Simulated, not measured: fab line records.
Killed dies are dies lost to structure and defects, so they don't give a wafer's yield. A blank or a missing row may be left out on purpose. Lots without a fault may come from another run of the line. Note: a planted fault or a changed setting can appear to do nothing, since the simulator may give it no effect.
fab line records	flow n5Finfet
record: lots: 24	wafers: 72	lastDay: 17
route steps=1938 shown ZERO_LAYER@19 WELL_APT@30 PMOS_HMC_CHANNEL_EPI@71 FIN_SAQP@99
lots with no fault: from the same line, run without faults
startH: start of the lot's first displayed wafer, in hours after the record's first day	waitH: hours elapsed since this lot's preceding step	" same as the row above	L1.1+2: one row covering several wafers at once	- no value, or no start given	* or withheld: withheld	< > ~ a bound
route shown NAME@n: a module of which the file shows steps, and the number in the route of the first	usual: mean and standard deviation over wafers with no fault	same: alike in all rows	chamber/n: place in a boat	sites: the reading at each site	_std_site: standard deviation across them	_edge_site: the outer-site mean with the inner-site mean subtracted	radiusMm: for every site, how far away it sits from the centre of the wafer	mask NAME#n: copy n	behind: the tool/chamber that last shaped the wafer	hold: what put the lot on hold/how long, in hours/how the hold closed	device: transistor that didn't switch, given as n, p or np	end of line: the tests these same wafers got at the end of their route	for a step that has no rows: nothing shown but its recipe	killed: count of dies lost to structure and defects at first sort (not the wafer's yield)	map: the dies of a wafer, with x for killed, . for not killed, _ for no die there
set.NAME: the setting that was run; set.NAME@STEP: the one run at that earlier step	model.NAME: the simulator's own value behind a step, which no gauge read
route steps across a sampled set of lots; one table per step, one row per wafer
services: when a tool's chamber went out of use (startH, in hours from the record's first day, below 0 if earlier), for how many hours, and the reason
== steps ==
step: N5_ZERO_LAYER_INSPECT_20
recipe: inspectInstrument: darkfield	mode: postClean
usual: rawDefectCount: 36/17
lot.wafer	tool	chamber	startH	waitH	rawDefectCount
L074.1	defectInspect-02	-	13.30	0.0	36
L074.3	"	-	"	"	38
L074.5	"	-	"	"	26
L075.2	defectInspect-02	-	19.56	0.0	38
L075.4	"	-	"	"	19
L075.5	"	-	"	"	38
L076.1	defectInspect-02	-	25.29	0.0	37
L076.2	"	-	"	"	36
L076.3	"	-	"	"	32
L077.1	defectInspect-02	-	31.64	0.0	25
L077.2	"	-	"	"	18
L077.4	"	-	"	"	15
L078.1	defectInspect-02	-	37.29	0.0	36
L078.5	"	-	"	"	57
L078.6	"	-	"	"	27
L079.2	defectInspect-02	-	43.44	0.0	12
L079.3	"	-	"	"	35
L079.5	"	-	"	"	32
L080.2	defectInspect-01	-	49.42	0.0	44
L080.3	"	-	"	"	61
L080.6	"	-	"	"	41
L081.1	defectInspect-02	-	55.28	0.0	34
L081.3	"	-	"	"	14
L081.6	"	-	"	"	33
L082.1	defectInspect-01	-	61.26	0.0	20
L082.3	"	-	"	"	28
L082.6	"	-	"	"	13
L083.3	defectInspect-02	-	67.42	0.0	38
L083.4	"	-	"	"	26
L083.6	"	-	"	"	43
L084.1	defectInspect-02	-	73.26	0.0	91
L084.5	"	-	"	"	48
L084.6	"	-	"	"	59
L085.1	defectInspect-01	-	79.38	0.0	19
L085.4	"	-	"	"	21
L085.6	"	-	"	"	41
L086.1	defectInspect-01	-	85.38	0.0	32
L086.4	"	-	"	"	47
L086.5	"	-	"	"	17
L087.1	defectInspect-02	-	91.27	0.0	15
L087.3	"	-	"	"	37
L087.5	"	-	"	"	20
L088.1	defectInspect-01	-	97.28	0.0	26
L088.2	"	-	"	"	20
L088.4	"	-	"	"	29
L089.1	defectInspect-01	-	103.59	0.0	54
L089.3	"	-	"	"	85
L089.6	"	-	"	"	57
L090.1	defectInspect-02	-	109.38	0.0	29
L090.4	"	-	"	"	48
L090.6	"	-	"	"	25
L091.4	defectInspect-01	-	115.30	0.0	44
L091.5	"	-	"	"	36
L091.6	"	-	"	"	36
L092.1	defectInspect-02	-	121.39	0.0	33
L092.2	"	-	"	"	38
L092.4	"	-	"	"	24
L093.1	defectInspect-02	-	127.38	0.0	56
L093.4	"	-	"	"	20
L093.5	"	-	"	"	15
L094.4	defectInspect-01	-	133.25	0.0	92
L094.5	"	-	"	"	62
L094.6	"	-	"	"	107
L095.1	defectInspect-01	-	139.42	0.0	42
L095.3	"	-	"	"	38
L095.6	"	-	"	"	54
L096.1	defectInspect-02	-	145.65	0.0	62
L096.5	"	-	"	"	24
L096.6	"	-	"	"	46
L097.1	defectInspect-02	-	151.41	0.0	33
L097.2	"	-	"	"	29
L097.6	"	-	"	"	25
step: N5_WELL_APT_INSPECT_10
recipe: mode: adi	inspectInstrument: macro
usual: rawDefectCount: 1.8/1.4
lot.wafer	tool	chamber	startH	waitH	rawDefectCount
L074.1	defectInspect-02	-	13.78	0.0	1
L074.3	"	-	"	"	1
L074.5	"	-	"	"	5
L075.2	defectInspect-02	-	19.92	0.0	2
L075.4	"	-	"	"	1
L075.5	"	-	"	"	2
L076.1	defectInspect-02	-	25.77	0.0	2
L076.2	"	-	"	"	2
L076.3	"	-	"	"	4
L077.1	defectInspect-02	-	32.12	0.0	1
L077.2	"	-	"	"	2
L077.4	"	-	"	"	3
L078.1	defectInspect-02	-	37.65	0.0	2
L078.5	"	-	"	"	3
L078.6	"	-	"	"	1
L079.2	defectInspect-02	-	43.92	0.0	1
L079.3	"	-	"	"	3
L079.5	"	-	"	"	0
L080.2	defectInspect-01	-	49.78	0.0	2
L080.3	"	-	"	"	3
L080.6	"	-	"	"	1
L081.1	defectInspect-02	-	55.76	0.0	1
L081.3	"	-	"	"	0
L081.6	"	-	"	"	0
L082.1	defectInspect-02	-	61.62	0.0	3
L082.3	"	-	"	"	2
L082.6	"	-	"	"	2
L083.3	defectInspect-01	-	67.78	0.0	1
L083.4	"	-	"	"	4
L083.6	"	-	"	"	6
L084.1	defectInspect-02	-	73.62	0.0	1
L084.5	"	-	"	"	0
L084.6	"	-	"	"	4
L085.1	defectInspect-02	-	79.73	0.0	3
L085.4	"	-	"	"	0
L085.6	"	-	"	"	1
L086.1	defectInspect-01	-	85.86	0.0	2
L086.4	"	-	"	"	3
L086.5	"	-	"	"	0
L087.1	defectInspect-02	-	91.76	0.0	0
L087.3	"	-	"	"	3
L087.5	"	-	"	"	2
L088.1	defectInspect-02	-	97.77	0.0	1
L088.2	"	-	"	"	1
L088.4	"	-	"	"	2
L089.1	defectInspect-01	-	104.12	0.0	3
L089.3	"	-	"	"	0
L089.6	"	-	"	"	2
L090.1	defectInspect-01	-	109.73	0.0	3
L090.4	"	-	"	"	2
L090.6	"	-	"	"	0
L091.4	defectInspect-01	-	115.78	0.0	1
L091.5	"	-	"	"	1
L091.6	"	-	"	"	0
L092.1	defectInspect-01	-	121.87	0.0	3
L092.2	"	-	"	"	2
L092.4	"	-	"	"	3
L093.1	defectInspect-01	-	127.73	0.0	2
L093.4	"	-	"	"	6
L093.5	"	-	"	"	2
L094.4	defectInspect-02	-	133.74	0.0	5
L094.5	"	-	"	"	0
L094.6	"	-	"	"	1
L095.1	defectInspect-02	-	139.90	0.0	5
L095.3	"	-	"	"	3
L095.6	"	-	"	"	1
L096.1	defectInspect-02	-	146.13	0.0	2
L096.5	"	-	"	"	0
L096.6	"	-	"	"	2
L097.1	defectInspect-02	-	151.77	0.0	3
L097.2	"	-	"	"	2
L097.6	"	-	"	"	2
step: N5_WELL_APT_CD_MEAS_25
recipe: targetCdNm: 200	landingEnergyEv: 500	detector: seInlens
usual: cdNm: 201.2/2.2
lot.wafer	tool	chamber	startH	waitH	cdNm
L074.1	cdSem-01	0	14.85	-	198.0
L074.3	"	0	"	"	199.2
L074.5	"	0	"	"	195.3
L075.2	cdSem-01	0	20.99	-	199.7
L075.4	"	0	"	"	199.5
L075.5	"	0	"	"	201.6
L076.1	cdSem-02	0	27.02	-	198.3
L076.2	"	0	"	"	202.0
L076.3	"	0	"	"	204.6
L077.1	cdSem-02	0	33.44	-	203.4
L077.2	"	0	"	"	203.0
L077.4	"	0	"	"	203.1
L078.1	cdSem-02	0	39.15	-	203.8
L078.5	"	0	"	"	206.3
L078.6	"	0	"	"	203.5
L079.2	cdSem-03	0	45.13	-	202.4
L079.3	"	0	"	"	202.8
L079.5	"	0	"	"	205.0
L080.2	cdSem-03	0	50.97	-	199.7
L080.3	"	0	"	"	201.5
L080.6	"	0	"	"	200.5
L081.1	cdSem-03	0	58.17	-	199.7
L081.3	"	0	"	"	203.1
L081.6	"	0	"	"	202.7
L082.1	cdSem-01	0	62.81	-	203.2
L082.3	"	0	"	"	202.5
L082.6	"	0	"	"	203.2
L083.3	cdSem-02	0	69.00	-	203.8
L083.4	"	0	"	"	201.9
L083.6	"	0	"	"	204.3
L084.1	cdSem-02	0	74.69	-	203.9
L084.5	"	0	"	"	202.1
L084.6	"	0	"	"	201.7
L085.1	cdSem-01	0	81.49	-	198.7
L085.4	"	0	"	"	200.8
L085.6	"	0	"	"	200.7
L086.1	cdSem-03	0	87.06	-	198.0
L086.4	"	0	"	"	202.2
L086.5	"	0	"	"	202.8
L087.1	cdSem-03	0	93.09	-	201.2
L087.3	"	0	"	"	200.3
L087.5	"	0	"	"	202.5
L088.1	cdSem-01	0	99.28	-	198.6
L088.2	"	0	"	"	200.2
L088.4	"	0	"	"	197.6
L089.1	cdSem-01	0	105.53	-	200.8
L089.3	"	0	"	"	198.2
L089.6	"	0	"	"	197.2
L090.1	cdSem-01	0	111.05	-	202.5
L090.4	"	0	"	"	200.3
L090.6	"	0	"	"	202.9
L091.4	cdSem-01	0	117.10	-	199.4
L091.5	"	0	"	"	202.7
L091.6	"	0	"	"	202.8
L092.1	cdSem-02	0	123.07	-	198.8
L092.2	"	0	"	"	201.9
L092.4	"	0	"	"	199.3
L093.1	cdSem-03	0	128.80	-	197.9
L093.4	"	0	"	"	197.2
L093.5	"	0	"	"	198.7
L094.4	cdSem-02	0	135.05	-	199.1
L094.5	"	0	"	"	201.3
L094.6	"	0	"	"	203.2
L095.1	cdSem-02	0	141.10	-	204.9
L095.3	"	0	"	"	200.8
L095.6	"	0	"	"	204.2
L096.1	cdSem-01	0	147.25	-	200.0
L096.5	"	0	"	"	201.5
L096.6	"	0	"	"	200.7
L097.1	cdSem-02	0	152.87	-	203.8
L097.2	"	0	"	"	201.0
L097.6	"	0	"	"	204.3
step: N5_PMOS_HMC_CHANNEL_EPI_STRIP_33
recipe: chemistry: N2/H2	powerW: 500	tempC: 40	pressureMtorr: 50	rfFrequencyHz: 6e+07	overashFraction: 0.3	biasPowerW: 8	h2Frac: 0.5	n2FlowSccm: 300	h2FlowSccm: 300
usual: drypumpMotorCurrentA: 5.9/0.34	oesProductAu: 0.78/0.068	rfVppV: 54.2/1.6	showerheadPlenumPTorr: 3.41/0.11	throttleValvePct: 18.9/0.38
lot.wafer	tool	chamber	startH	waitH	drypumpMotorCurrentA	oesProductAu	rfHoursCounterH	rfVppV	showerheadPlenumPTorr	throttleValvePct
L074.1	rieDiel-02	1	17.62	0.0	6.3	0.71	235	53.4	3.31	18.8
L074.3	"	3	"	"	5.6	0.71	190	54.6	3.48	19.2
L074.5	"	2	"	"	6.0	0.90	-	54.8	3.28	18.6
L075.2	rieDiel-02	1	24.19	0.0	6.4	0.69	237	52.0	3.30	18.8
L075.4	"	3	"	"	5.6	0.73	193	54.4	3.48	19.2
L075.5	"	1	"	"	6.4	0.69	-	52.8	3.30	18.8
L076.1	rieDiel-01	1	30.15	0.0	5.9	0.72	195	55.6	3.35	19.6
L076.2	"	2	"	"	5.6	0.77	142	54.9	3.52	19.1
L076.3	"	0	"	"	5.1	0.66	247	50.2	3.30	18.9
L077.1	rieDiel-06	0	35.88	0.0	5.6	0.79	138	56.4	3.36	19.1
L077.2	"	2	"	"	5.9	0.84	59	53.2	3.56	19.1
L077.4	"	3	"	"	6.5	0.73	162	57.4	3.45	18.4
L078.1	rieDiel-02	3	41.73	0.0	5.6	0.71	198	51.3	3.47	19.1
L078.5	"	3	"	"	5.5	0.71	-	55.8	3.47	19.1
L078.6	"	2	"	"	5.9	0.90	-	52.4	3.28	18.7
L079.2	rieDiel-06	3	47.67	0.0	6.4	0.75	164	55.6	3.45	18.3
L079.3	"	1	"	"	6.0	0.77	109	50.2	3.51	19.0
L079.5	"	1	"	"	6.0	0.76	-	54.4	3.50	19.0
L080.2	rieDiel-06	1	53.59	0.0	6.0	0.78	110	55.0	3.50	19.0
L080.3	"	3	"	"	6.4	0.76	166	56.4	3.45	18.3
L080.6	"	1	"	"	6.0	0.77	-	53.7	3.50	19.0
L081.1	rieDiel-06	2	60.93	0.0	5.9	0.83	65	55.2	3.56	19.1
L081.3	"	0	"	"	5.6	0.77	144	56.7	3.36	19.1
L081.6	"	3	"	"	6.5	0.75	-	53.3	3.45	18.3
L082.1	rieDiel-06	1	65.34	0.0	6.1	0.77	114	55.8	3.50	19.0
L082.3	"	2	"	"	5.9	0.82	66	54.8	3.56	19.1
L082.6	"	3	"	"	6.4	0.73	-	52.4	3.45	18.3
L083.3	rieDiel-06	3	72.14	0.0	6.5	0.75	171	54.5	3.45	18.3
L083.4	"	3	"	"	6.5	0.74	-	54.6	3.45	18.3
L083.6	"	2	"	"	5.9	0.82	-	54.8	3.56	19.1
L084.1	rieDiel-06	2	77.37	0.0	5.9	0.81	70	52.8	3.55	19.1
L084.5	"	3	"	"	6.4	0.74	-	51.7	3.45	18.3
L084.6	"	2	"	"	5.9	0.83	-	54.1	3.55	19.1
L085.1	rieDiel-06	2	84.52	0.0	5.9	0.83	72	54.3	3.55	19.1
L085.4	"	0	"	"	5.6	0.78	148	55.0	3.35	19.1
L085.6	"	0	"	"	5.6	0.77	-	54.3	3.35	19.1
L086.1	rieDiel-02	2	89.72	0.0	5.9	0.86	44	53.2	3.27	18.7
L086.4	"	2	"	"	5.9	0.89	-	51.0	3.27	18.7
L086.5	"	0	"	"	5.7	0.73	-	55.1	3.19	18.3
L087.1	rieDiel-06	2	95.93	0.0	5.9	0.81	75	55.4	3.55	19.2
L087.3	"	3	"	"	6.4	0.73	178	54.6	3.45	18.4
L087.5	"	0	"	"	5.6	0.78	-	54.7	3.35	19.1
L088.1	rieDiel-06	0	101.98	0.0	5.6	0.79	153	56.0	3.35	19.1
L088.2	"	3	"	"	6.4	0.75	180	52.9	3.44	18.4
L088.4	"	1	"	"	6.0	0.77	124	54.6	3.50	19.0
L089.1	rieDiel-02	2	108.47	0.0	6.0	0.87	51	52.5	3.26	18.7
L089.3	"	0	"	"	5.6	0.71	196	53.3	3.19	18.3
L089.6	"	1	"	"	6.4	0.99	-	54.6	3.29	18.4
L090.1	rieDiel-01	3	113.91	0.0	6.2	0.86	39	53.6	3.57	19.5
L090.4	"	1	"	"	5.9	0.69	222	57.5	3.33	19.7
L090.6	"	3	"	"	6.2	0.87	-	53.9	3.57	19.4
L091.4	rieDiel-01	3	119.88	0.0	6.2	0.85	40	53.8	3.57	19.4
L091.5	"	1	"	"	6.0	0.69	-	55.3	3.33	19.7
L091.6	"	0	"	"	5.1	0.93	-	51.8	3.29	18.6
L092.1	rieDiel-02	2	125.81	0.0	5.9	0.85	57	53.5	3.26	18.7
L092.2	"	3	"	"	5.6	0.70	227	54.7	3.46	19.2
L092.4	"	3	"	"	5.5	0.68	-	53.2	3.46	19.2
L093.1	rieDiel-06	0	131.70	0.0	5.6	0.77	161	54.2	3.35	19.1
L093.4	"	2	"	"	5.9	0.81	85	56.1	3.55	19.2
L093.5	"	0	"	"	5.6	0.77	-	52.1	3.35	19.1
L094.4	rieDiel-06	0	137.48	0.0	5.6	0.77	162	55.1	3.35	19.1
L094.5	"	3	"	"	6.4	0.74	-	53.3	3.44	18.4
L094.6	"	0	"	"	5.6	0.76	-	55.1	3.35	19.1
L095.1	rieDiel-02	2	143.41	0.0	6.0	0.83	63	54.5	3.26	18.7
L095.3	"	1	"	"	6.3	0.95	9	55.6	3.29	18.4
L095.6	"	2	"	"	6.0	0.85	-	54.5	3.26	18.7
L096.1	rieDiel-01	2	149.92	0.0	5.6	0.74	181	53.9	3.50	19.2
L096.5	"	3	"	"	6.2	0.83	-	51.7	3.56	19.5
L096.6	"	2	"	"	5.7	0.75	-	55.3	3.50	19.2
L097.1	rieDiel-06	2	155.37	0.0	5.9	0.79	93	52.6	3.54	19.2
L097.2	"	3	"	"	6.5	0.72	195	55.3	3.44	18.4
L097.6	"	3	"	"	6.4	0.73	-	55.7	3.44	18.4
step: N5_PMOS_HMC_CHANNEL_EPI_FIN_RECESS_16
recipe: chemistry: HBr/Cl2	target: Si	maskMaterial: SiO2	targetDepthA: 540	timeS: 18	pressureMtorr: 10	icpW: 800	biasW: 75	HBr_flow_sccm: 150	Cl2_flow_sccm: 80
usual: drypumpMotorCurrentA: 5.7/0.31	mfcCl2Sccm: 80.02/0.22	oesProductAu: 0.996/0.02	throttleValvePct: 35.4/0.36
lot.wafer	tool	chamber	startH	waitH	drypumpMotorCurrentA	mfcCl2Sccm	oesProductAu	rfHoursCounterH	throttleValvePct
L074.1	rieSi-01	2	17.96	0.0	5.8	80.25	0.996	194	34.7
L074.3	"	3	"	"	5.5	80.31	0.977	69	35.2
L074.5	"	2	"	"	5.8	80.27	0.994	-	34.7
L075.2	rieSi-06	3	24.52	0.0	5.8	79.90	0.998	31	35.9
L075.4	"	2	"	"	5.3	80.12	1.004	148	35.4
L075.5	"	2	"	"	5.3	79.90	0.989	-	35.4
L076.1	rieSi-01	2	30.68	0.0	5.9	79.90	0.990	194	34.7
L076.2	"	3	"	"	5.5	80.02	0.975	69	35.2
L076.3	"	1	"	"	5.6	80.20	0.962	168	35.4
L077.1	rieSi-04	2	36.20	0.0	5.4	80.00	0.973	40	35.3
L077.2	"	1	"	"	5.9	80.14	0.986	15	35.1
L077.4	"	0	"	"	6.4	80.02	1.014	135	35.4
L078.1	rieSi-04	1	42.07	0.0	6.0	80.17	0.978	15	35.1
L078.5	"	1	"	"	5.9	80.26	0.988	-	35.1
L078.6	"	0	"	"	6.4	80.20	1.013	-	35.4
L079.2	rieSi-04	0	48.00	0.0	6.4	80.08	1.030	135	35.4
L079.3	"	1	"	"	6.0	79.72	0.990	15	35.1
L079.5	"	0	"	"	6.4	79.96	1.030	-	35.4
L080.2	rieSi-01	0	53.91	0.0	5.8	79.75	1.020	135	36.1
L080.3	"	1	"	"	5.5	80.01	0.968	169	35.4
L080.6	"	2	"	"	5.8	79.74	0.989	-	34.7
L081.1	rieSi-06	1	61.25	0.0	5.4	80.16	0.985	6	35.5
L081.3	"	0	"	"	5.4	80.04	1.013	193	35.3
L081.6	"	2	"	"	5.3	79.55	1.000	-	35.3
L082.1	rieSi-01	3	65.66	0.0	5.5	80.13	0.972	70	35.2
L082.3	"	0	"	"	5.8	80.20	1.026	135	36.1
L082.6	"	3	"	"	5.5	80.33	0.976	-	35.2
L083.3	rieSi-04	0	72.46	0.0	6.4	80.08	1.027	135	35.4
L083.4	"	2	"	"	5.3	79.51	0.978	40	35.3
L083.6	"	0	"	"	6.4	79.87	1.024	-	35.4
L084.1	rieSi-06	2	77.69	0.0	5.3	80.29	1.005	149	35.3
L084.5	"	2	"	"	5.3	80.10	0.999	-	35.3
L084.6	"	3	"	"	5.8	79.75	0.995	-	35.9
L085.1	rieSi-06	0	84.84	0.0	5.3	79.99	1.022	194	35.3
L085.4	"	1	"	"	5.4	80.27	0.983	6	35.5
L085.6	"	3	"	"	5.8	80.19	1.005	-	35.9
L086.1	rieSi-01	2	90.05	0.0	5.9	79.96	0.998	195	34.7
L086.4	"	0	"	"	5.8	79.86	1.017	135	36.1
L086.5	"	1	"	"	5.5	80.32	0.965	-	35.4
L087.1	rieSi-06	2	96.25	0.0	5.3	79.75	1.012	150	35.3
L087.3	"	3	"	"	5.8	80.18	1.020	33	35.9
L087.5	"	1	"	"	5.4	79.71	1.004	-	35.5
L088.1	rieSi-01	2	102.31	0.0	5.8	79.73	1.002	195	34.7
L088.2	"	1	"	"	5.6	80.20	0.971	169	35.4
L088.4	"	3	"	"	5.5	80.35	0.987	70	35.2
L089.1	rieSi-01	1	108.80	0.0	5.5	80.03	0.962	170	35.4
L089.3	"	2	"	"	5.9	79.84	0.993	195	34.7
L089.6	"	0	"	"	5.8	80.11	1.026	-	36.1
L090.1	rieSi-01	2	114.23	0.0	5.8	80.49	1.002	195	34.7
L090.4	"	1	"	"	5.5	80.13	0.968	170	35.4
L090.6	"	0	"	"	5.7	79.62	1.033	-	36.1
L091.4	rieSi-01	1	120.21	0.0	5.5	79.98	0.967	170	35.4
L091.5	"	1	"	"	5.5	79.76	0.964	-	35.4
L091.6	"	2	"	"	5.9	80.21	1.007	-	34.7
L092.1	rieSi-04	0	126.14	0.0	6.4	79.82	1.025	136	35.4
L092.2	"	3	"	"	6.0	79.90	1.008	100	35.4
L092.4	"	1	"	"	6.0	79.90	0.993	-	35.1
L093.1	rieSi-04	3	132.02	0.0	6.0	80.18	1.009	100	35.4
L093.4	"	0	"	"	6.4	80.08	1.025	-	35.4
L093.5	"	3	"	"	6.0	79.91	1.008	-	35.4
L094.4	rieSi-04	2	137.81	0.0	5.4	79.89	0.986	41	35.3
L094.5	"	2	"	"	5.4	79.92	0.986	-	35.3
L094.6	"	3	"	"	6.0	79.88	1.010	-	35.4
L095.1	rieSi-01	1	143.73	0.0	5.6	79.94	0.961	170	35.5
L095.3	"	3	"	"	5.5	79.94	0.977	71	35.2
L095.6	"	0	"	"	5.8	80.10	1.020	-	36.1
L096.1	rieSi-04	0	150.24	0.0	6.4	80.36	1.010	137	35.4
L096.5	"	1	"	"	6.0	79.69	0.972	-	35.1
L096.6	"	2	"	"	5.4	79.81	0.974	-	35.3
L097.1	rieSi-04	3	155.71	0.0	6.0	80.03	1.015	101	35.4
L097.2	"	2	"	"	5.4	79.57	0.977	42	35.3
L097.6	"	1	"	"	5.9	80.19	0.993	-	35.1
step: N5_FIN_SAQP_PECVD_48
recipe: material: SiNx	targetThkA: 250	tempC: 400	precursor: SiH4/NH3/N2	pressureTorr: 1.5	rfW: 300	timeS: 22.1
usual: heaterPowerOuterW: 437/51	heaterPowerW: 732/72	showerheadPlenumPTorr: 5.13/0.049	showerheadVppV: 1097/66	throttleValvePct: 40.6/2.2
lot.wafer	tool	chamber	startH	waitH	heaterPowerOuterW	heaterPowerW	showerheadPlenumPTorr	showerheadVppV	throttleValvePct
L074.1	pecvd-02	2	21.78	0.0	343	589	5.14	1104	38.0
L074.3	"	1	"	"	455	777	5.15	1158	42.9
L074.5	"	1	"	"	461	764	5.15	1155	42.9
L075.2	pecvd-02	1	27.87	0.0	467	791	5.16	1164	42.8
L075.4	"	1	"	"	470	786	5.15	1154	42.4
L075.5	"	0	"	"	497	796	5.14	1004	41.3
L076.1	pecvd-02	2	34.79	0.0	391	667	5.13	1125	38.2
L076.2	"	0	"	"	490	789	5.14	1021	41.2
L076.3	"	1	"	"	408	706	5.16	1169	42.7
L077.1	pecvd-04	2	39.33	0.0	431	748	5.14	1045	37.5
L077.2	"	0	"	"	412	769	5.12	1058	41.6
L077.4	"	2	"	"	438	777	5.15	1061	37.6
L078.1	pecvd-01	0	45.10	0.0	552	856	5.21	1084	40.0
L078.5	"	1	"	"	392	643	4.98	1099	36.8
L078.6	"	0	"	"	528	870	5.22	1080	40.0
L079.2	pecvd-04	0	51.04	0.0	381	690	5.10	1058	41.6
L079.3	"	1	"	"	461	741	5.13	1206	43.2
L079.5	"	0	"	"	383	697	5.11	1067	41.7
L080.2	pecvd-01	0	57.00	0.0	515	799	5.21	1089	40.2
L080.3	"	1	"	"	439	669	4.98	1094	36.9
L080.6	"	0	"	"	521	804	5.21	1102	40.3
L081.1	pecvd-04	0	65.19	0.0	393	721	5.11	1061	41.7
L081.3	"	2	"	"	436	728	5.14	1042	37.9
L081.6	"	0	"	"	407	727	5.11	1075	41.7
L082.1	pecvd-01	2	68.83	0.0	406	640	5.15	1009	38.1
L082.3	"	1	"	"	417	681	4.98	1068	37.0
L082.6	"	2	"	"	414	637	5.15	983	38.2
L083.3	pecvd-04	0	75.62	0.0	451	793	5.11	1059	41.7
L083.4	"	2	"	"	410	740	5.14	1059	37.5
L083.6	"	0	"	"	442	789	5.09	1083	41.8
L084.1	pecvd-04	1	81.09	0.0	424	667	5.13	1179	43.4
L084.5	"	0	"	"	410	734	5.11	1066	41.8
L084.6	"	2	"	"	453	775	5.13	1045	37.7
L085.1	pecvd-02	0	87.91	0.0	504	833	5.14	1010	41.6
L085.4	"	0	"	"	511	794	5.14	1030	41.3
L085.6	"	1	"	"	449	747	5.16	1154	42.3
L086.1	pecvd-02	1	94.13	0.0	450	778	5.16	1150	42.7
L086.4	"	2	"	"	324	547	5.14	1136	38.5
L086.5	"	0	"	"	496	777	5.14	1009	41.7
L087.1	pecvd-04	2	101.96	0.0	453	780	5.15	1044	37.7
L087.3	"	1	"	"	437	721	5.13	1216	43.4
L087.5	"	2	"	"	460	792	5.14	1055	37.8
L088.1	pecvd-04	1	106.35	0.0	438	724	5.13	1227	43.7
L088.2	"	0	"	"	434	768	5.10	1061	41.8
L088.4	"	2	"	"	454	788	5.15	1040	37.9
L089.1	pecvd-02	1	112.27	0.0	481	799	5.16	1144	42.6
L089.3	"	0	"	"	495	787	5.14	1024	41.7
L089.6	"	0	"	"	494	781	5.15	1003	41.5
L090.1	pecvd-02	2	117.98	0.0	347	592	5.13	1125	38.9
L090.4	"	2	"	"	352	596	5.14	1125	38.9
L090.6	"	0	"	"	435	730	5.14	1031	41.7
L091.4	pecvd-04	0	123.28	0.0	471	829	5.12	1045	41.8
L091.5	"	1	"	"	450	732	5.13	1223	43.2
L091.6	"	2	"	"	476	802	5.15	1037	37.9
L092.1	pecvd-04	1	129.63	0.0	389	665	5.13	1201	43.4
L092.2	"	0	"	"	365	703	5.11	1072	41.8
L092.4	"	0	"	"	374	690	5.10	1057	41.7
L093.1	pecvd-04	1	135.01	0.0	367	606	5.12	1189	43.4
L093.4	"	2	"	"	396	690	5.14	1045	38.2
L093.5	"	1	"	"	363	597	5.13	1209	43.5
L094.4	pecvd-01	1	140.93	0.0	394	661	4.97	1076	36.9
L094.5	"	0	"	"	578	853	5.22	1097	40.6
L094.6	"	2	"	"	473	749	5.16	998	38.5
L095.1	pecvd-04	1	146.94	0.0	464	733	5.13	1216	43.4
L095.3	"	2	"	"	466	781	5.14	1053	38.0
L095.6	"	1	"	"	454	741	5.14	1217	43.4
L096.1	pecvd-04	2	153.30	0.0	472	775	5.15	1035	37.8
L096.5	"	1	"	"	393	676	5.14	1225	43.4
L096.6	"	2	"	"	465	792	5.15	1039	38.0
L097.1	pecvd-04	2	158.70	0.0	460	797	5.15	1065	37.9
L097.2	"	0	"	"	393	700	5.10	1049	41.8
L097.6	"	2	"	"	468	803	5.14	1026	38.4
== services ==
tool	chamber	startH	hours	kind
pecvd-01	2	5.39	23.7	repair
rieDiel-01	0	5.62	2.9	repair
rieSi-06	1	6.55	7.4	repair
pecvd-01	-	21.41	2.8	pm
pecvd-02	-	24.12	1.2	repair
pecvd-04	-	27.16	1.7	repair
rieDiel-01	3	36.05	13.4	repair
pecvd-04	2	37.04	2.1	scheduledDown
pecvd-04	1	66.64	2.1	scheduledDown
rieDiel-06	0	67.60	9.2	repair
rieDiel-02	1	74.99	10.1	repair
rieDiel-02	1	85.11	-	clean
rieDiel-02	1	85.11	-	consumableReplace:focusRing
rieDiel-02	1	85.11	16.8	scheduledDown
rieDiel-02	1	85.11	16.8	ventCycle
rieDiel-02	1	111.75	17.4	repair
rieSi-04	2	123.07	9.6	repair
pecvd-01	2	123.12	15.9	repair
rieSi-01	2	129.16	-	clean
rieSi-01	2	129.16	14.8	scheduledDown
rieSi-01	2	129.16	14.8	ventCycle
rieDiel-01	3	135.36	4.7	repair
rieDiel-01	0	137.90	2.9	repair
rieDiel-02	1	157.42	4.3	repair
== key ==
fault none
